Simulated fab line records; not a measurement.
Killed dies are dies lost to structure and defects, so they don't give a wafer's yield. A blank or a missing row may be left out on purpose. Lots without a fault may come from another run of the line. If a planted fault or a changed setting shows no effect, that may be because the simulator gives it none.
What tool caused it? | flow n5 finfet | 14 lots (42 wafers sampled), 1 step of a 1938-step route

== WHAT THE GAUGES SHOWED, per wafer ==
N5_BEOL_M3_INSPECT_13: inspects for defects (brightfield).
lot  | measured     | on                | raw defect count
L259 | day 7 17:16  | defect inspect-02 | 429 445 351
L260 | day 7 21:22  | defect inspect-01 | 388 404 299
L261 | day 7 21:31  | defect inspect-01 | 409 373 424
L263 | day 8 02:07  | defect inspect-02 | 384 353 360
L264 | day 8 06:10  | defect inspect-01 | 465 370 582
L265 | day 9 03:01  | defect inspect-02 | 533 484 424
L270 | day 10 09:07 | defect inspect-01 | 442 356 387
L271 | day 10 14:58 | defect inspect-02 | 423 419 345
L276 | day 11 02:52 | defect inspect-01 | 465 703 514
L277 | day 11 23:16 | defect inspect-01 | 336 337 306
L279 | day 13 09:41 | defect inspect-02 | 281 293 281
L280 | day 13 09:59 | defect inspect-01 | 410 461 498
L282 | day 13 11:37 | defect inspect-01 | 302 334 332
L281 | day 13 22:49 | defect inspect-02 | 294 275 383

== WHICH TOOL RAN EACH LOT (tool, then ch and the chambers of the sampled wafers, then the start) ==
Record: no process step prior to these readings.

== WHAT THE TOOLS THEMSELVES READ (means of the sampled wafers that have a number; where no wafer has one, the mark that the record gives instead) ==
The record holds no such reading with a usual standard deviation.

== THE ANSWER, worked out from the rows above alone ==
Rule: the lots themselves supply what counts as usual. Put in order of their means at a reading, lots are off if they are a third of the lots or fewer, leave a main group of 4 or more, and stand apart from it by a gap of 3 or more times the standard deviation of the main group's means; of several such gaps the widest counts. A main group is skipped when, at the precision printed for the reading in the tables above, its means are all equal. Also off: a lot with no number at a reading for which 4 or more lots have one. Any other lot the step has rows for is counted as sound. The gauges are gone through in route order, then the tools' own readings, and for those a lot's mean is taken as printed above. At the first step where some lot is off, the reading lying furthest off is the one used; lots without a number count as furthest.
None of the lots is off at any reading shown; this tells nothing.

== WHAT THE SIMULATOR PUT IN ==
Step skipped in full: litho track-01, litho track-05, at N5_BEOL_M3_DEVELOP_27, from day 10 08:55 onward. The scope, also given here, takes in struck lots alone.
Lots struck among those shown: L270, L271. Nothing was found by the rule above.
